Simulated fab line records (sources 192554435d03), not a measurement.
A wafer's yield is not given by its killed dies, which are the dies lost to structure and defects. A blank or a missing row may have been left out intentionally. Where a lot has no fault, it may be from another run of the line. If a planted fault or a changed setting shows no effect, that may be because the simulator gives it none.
Matching of chambers ; flow n5_finfet ; N5_MOL_CONTACT_COAG_ALD_123 on ald_sin-03: 4 sister chambers
The step deposits SiNx, target thk 5 nm, pulse time 1 s, purge time 2 s. 22 wafers are shown with their chamber, then 11 later ones without.

== EACH WAFER AND ITS CHAMBER ==
wafer;chamber;heater_power_w (W);chamber_pressure_Torr (Torr);precursor_pulse_height_rel
L074.1;2;937;1.997;0.982
L074.3;3;644;2.006;0.956
L074.5;3;652;2.001;0.975
L075.1;2;944;2.000;1.031
L075.4;3;640;1.990;0.994
L075.6;2;929;1.997;0.996
L077.2;0;862;2.002;1.007
L077.3;2;918;1.994;0.955
L077.4;3;666;1.998;1.009
L084.3;3;657;1.999;0.989
L084.4;0;841;1.998;0.998
L084.6;1;852;1.991;0.983
L085.3;0;852;2.010;0.988
L085.5;3;655;1.996;1.012
L085.6;2;918;1.999;1.028
L086.1;2;933;1.999;1.013
L086.4;0;857;1.992;1.036
L086.5;0;838;2.000;0.994
L088.3;0;851;1.999;1.007
L088.5;3;647;1.999;1.003
L088.6;2;950;2.006;0.969
L089.2;3;663;2.002;0.990

SIGNATURES, as means of the wafers listed above
reading;chamber 0;chamber 1;chamber 2;chamber 3;scatter within a chamber
heater_power_w;850.17;852.00;932.71;653.00;10.2
chamber_pressure_Torr;2.00017;1.99100;1.99886;1.99887;0.00476
precursor_pulse_height_rel;1.00500;0.98300;0.99629;0.99100;0.0223
Rule: a wafer's distance from a chamber is the root of the sum, over the readings, of the square of ((its reading less the chamber's mean) divided by the reading's scatter). The wafer belongs to the nearest chamber; if the next one is less than 2 further off, it can't be placed. The scatter: take each reading less its chamber's mean, square it, sum over the shown wafers, divide by the number of wafers less the number of chambers, and take the root.

== WAFERS MISSING THEIR CHAMBER ==
wafer;heater_power_w (W);chamber_pressure_Torr (Torr);precursor_pulse_height_rel
L089.3;851;1.996;0.964
L089.5;864;1.995;0.982
L092.2;842;2.005;0.988
L092.3;669;2.002;0.978
L092.6;836;1.998;0.984
L093.1;840;1.999;1.020
L093.3;949;1.995;0.985
L093.5;848;1.998;0.954
L096.3;838;1.996;0.979
L096.4;850;1.996;1.007
L096.5;932;1.999;1.003

== THE CHAMBER EACH PASSED THROUGH ==
wafer;from the rows above;in truth
L089.3;can't be placed: 1 or 0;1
L089.5;can't be placed: 1 or 0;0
L092.2;can't be placed: 0 or 1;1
L092.3;3;3
L092.6;can't be placed: 0 or 1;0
L093.1;can't be placed: 0 or 1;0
L093.3;2;2
L093.5;can't be placed: 1 or 0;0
L096.3;can't be placed: 1 or 0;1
L096.4;can't be placed: 0 or 1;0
L096.5;2;2
Placed correctly: 3 of 11. From these rows, 8 cannot be placed; in 8 the true chamber is one of the candidates. Wrongly placed: 0.
